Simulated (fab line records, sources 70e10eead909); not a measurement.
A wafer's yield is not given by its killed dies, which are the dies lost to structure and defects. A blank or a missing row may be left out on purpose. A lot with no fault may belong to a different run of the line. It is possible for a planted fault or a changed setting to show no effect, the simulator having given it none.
Chamber matching | flow nand_harc | NHARC_A_CONTACT_DEP_58 on pecvd-01: 3 sister chambers
The step deposits SiON, target thk 90 nm. 6 wafers are shown with their chamber, then 8 later ones without.

## WAFERS PAIRED WITH THEIR CHAMBERS
wafer  | chamber | heater_power_w (W) | chamber_pressure_Torr (Torr)
L082.1 | 2       | 729                | 3.508
L082.5 | 1       | 667                | 3.506
L091.2 | 2       | 760                | 3.490
L091.5 | 0       | 971                | 3.487
L091.6 | 1       | 623                | 3.506
L094.1 | 0       | 940                | 3.515

## WAFERS WITH NO CHAMBER GIVEN
wafer  | heater_power_w (W) | chamber_pressure_Torr (Torr)
L094.3 | 668                | 3.499
L094.4 | 701                | 3.502
L096.3 | 744                | 3.506
L096.4 | 653                | 3.496
L096.5 | 759                | 3.506
L095.1 | 730                | 3.496
L095.2 | 643                | 3.509
L095.3 | 871                | 3.488

## CHAMBER TAKEN BY EACH
wafer  | from the rows above     | in truth
L094.3 | can't be placed: 1 or 2 | 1
L094.4 | can't be placed: 2 or 1 | 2
L096.3 | 2                       | 2
L096.4 | 1                       | 1
L096.5 | 2                       | 2
L095.1 | 2                       | 2
L095.2 | 1                       | 1
L095.3 | can't be placed: 0 or 2 | 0
Correctly placed: 5 of 8. Unplaceable from these rows: 3, with the true chamber sitting among the candidates in 3. Placed wrongly: 0.
How it was worked out, from the rows above alone: a wafer's distance from a chamber is the root of the sum, over the readings, of the square of ((its reading less the chamber's mean) divided by the reading's scatter). If the next closest chamber is less than 2 further off than the closest, the wafer can't be placed; otherwise it belongs to the closest. A chamber's mean is the mean of its shown wafers. The scatter: the root of (the sum of the squares of (reading less its chamber's mean) over the shown wafers, divided by (wafers less chambers)).
